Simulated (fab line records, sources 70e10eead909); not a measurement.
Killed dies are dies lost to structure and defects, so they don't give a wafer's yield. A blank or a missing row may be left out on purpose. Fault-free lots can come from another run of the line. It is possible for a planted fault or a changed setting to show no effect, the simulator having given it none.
Chamber matching + flow nand-harc + rie-diel-10 running NHARC_P_GATE_DESCUM_13: 4 sister chambers
The step chemistry O2, time 3 s. 8 wafers are shown with their chamber, then 8 later ones without.

WAFERS, EACH WITH ITS CHAMBER
| wafer  | chamber | showerhead-plenum-p-Torr (Torr) | drypump-motor-current-A (A) |
|--------|---------|---------------------------------|-----------------------------|
| L076.3 | 3       | 1.96                            | 6.4                         |
| L080.5 | 1       | 1.81                            | 5.7                         |
| L086.4 | 1       | 1.80                            | 5.6                         |
| L086.6 | 2       | 1.89                            | 5.2                         |
| L089.2 | 2       | 1.89                            | 5.2                         |
| L089.4 | 3       | 1.96                            | 6.4                         |
| L089.5 | 0       | 1.95                            | 5.8                         |
| L093.3 | 0       | 1.95                            | 5.9                         |

WAFERS MISSING THEIR CHAMBER
| wafer  | showerhead-plenum-p-Torr (Torr) | drypump-motor-current-A (A) |
|--------|---------------------------------|-----------------------------|
| L093.5 | 1.89                            | 5.2                         |
| L093.6 | 1.80                            | 5.7                         |
| L094.1 | 1.95                            | 5.8                         |
| L094.4 | 1.80                            | 5.7                         |
| L094.5 | 1.80                            | 5.7                         |
| L095.1 | 1.80                            | 5.7                         |
| L095.4 | 1.95                            | 5.8                         |
| L095.5 | 1.95                            | 5.8                         |

EACH ONE'S CHAMBER
| wafer  | from the rows above | in truth |
|--------|---------------------|----------|
| L093.5 | 2                   | 2        |
| L093.6 | 1                   | 1        |
| L094.1 | 0                   | 0        |
| L094.4 | 1                   | 1        |
| L094.5 | 1                   | 1        |
| L095.1 | 1                   | 1        |
| L095.4 | 0                   | 0        |
| L095.5 | 0                   | 0        |
Placed correctly: 8 of 8. Not placeable from these rows: 0. Placed wrongly: 0.
How it was worked out, from the rows above alone: a wafer's distance from a chamber is the root of the sum, over the readings, of the square of ((its reading less the chamber's mean) divided by the reading's scatter). If the next closest chamber is less than 2 further off than the closest, the wafer can't be placed; otherwise it belongs to the closest. A chamber's mean is the mean of its shown wafers. The scatter is the square root of a quotient: the sum, over the shown wafers, of each reading's squared deviation from its chamber's mean, divided by wafers minus chambers.
